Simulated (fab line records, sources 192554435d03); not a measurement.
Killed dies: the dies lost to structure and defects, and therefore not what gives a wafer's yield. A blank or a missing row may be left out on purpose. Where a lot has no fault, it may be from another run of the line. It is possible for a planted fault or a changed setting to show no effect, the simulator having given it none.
Matching of chambers | flow n5 finfet | rie diel-02 running N5_BEOL_M7_STRIP_19: 4 sister chambers
The step strips in O2. 16 wafers are shown with their chamber, then 8 later ones without.

== WAFERS WITH THEIR CHAMBER ==
wafer  | chamber | drypump motor current A (A) | showerhead plenum p Torr (Torr) | throttle valve pct (%)
L074.1 | 3       | 5.79                        | 2.14                            | 16.93
L074.4 | 1       | 6.33                        | 2.17                            | 16.59
L074.6 | 0       | 5.85                        | 2.01                            | 16.89
L076.1 | 1       | 6.32                        | 2.16                            | 16.61
L076.2 | 0       | 5.84                        | 2.01                            | 16.87
L076.4 | 2       | 5.44                        | 2.16                            | 16.86
L082.1 | 2       | 5.45                        | 2.15                            | 16.91
L082.2 | 1       | 6.33                        | 2.16                            | 16.60
L082.4 | 2       | 5.46                        | 2.15                            | 16.92
L081.2 | 2       | 5.45                        | 2.15                            | 16.90
L081.4 | 2       | 5.45                        | 2.15                            | 16.91
L081.5 | 0       | 5.80                        | 2.00                            | 16.91
L083.1 | 2       | 5.46                        | 2.15                            | 16.90
L083.3 | 0       | 5.82                        | 2.00                            | 16.93
L083.5 | 3       | 5.80                        | 2.14                            | 16.46
L087.4 | 1       | 6.32                        | 2.16                            | 16.62

SIGNATURES (means of the wafers above)
reading                  | chamber 0 | chamber 1 | chamber 2 | chamber 3 | scatter within a chamber
drypump motor current A  | 5.8275    | 6.3250    | 5.4517    | 5.7950    | 0.0126
showerhead plenum p Torr | 2.0050    | 2.1625    | 2.1517    | 2.1400    | 0.00464
throttle valve pct       | 16.9000   | 16.6050   | 16.9000   | 16.6950   | 0.098
Rule: a wafer's distance from a chamber is the root of the sum, over the readings, of the square of ((its reading less the chamber's mean) divided by the reading's scatter). If the next closest chamber is less than 2 further off than the closest, the wafer can't be placed; otherwise it belongs to the closest. The scatter: the root of (the sum of the squares of (reading less its chamber's mean) over the shown wafers, divided by (wafers less chambers)).

== WAFERS WHOSE CHAMBER IS MISSING ==
wafer  | drypump motor current A (A) | showerhead plenum p Torr (Torr) | throttle valve pct (%)
L087.5 | 5.45                        | 2.15                            | 16.93
L087.6 | 5.80                        | 2.14                            | 16.48
L092.1 | 5.79                        | 2.13                            | 16.53
L092.2 | 5.83                        | 2.00                            | 16.94
L092.3 | 5.44                        | 2.15                            | 16.93
L095.1 | 5.82                        | 2.00                            | 16.96
L095.4 | 5.82                        | 2.13                            | 16.50
L095.5 | 5.87                        | 2.00                            | 16.96

== CHAMBER TAKEN BY EACH ==
wafer  | from the rows above | in truth
L087.5 | 2                   | 2
L087.6 | 3                   | 3
L092.1 | 3                   | 3
L092.2 | 0                   | 0
L092.3 | 2                   | 2
L095.1 | 0                   | 0
L095.4 | 3                   | 3
L095.5 | 0                   | 0
8 of 8 placed correctly. Can't be placed from these rows: 0. 0 placed wrongly.
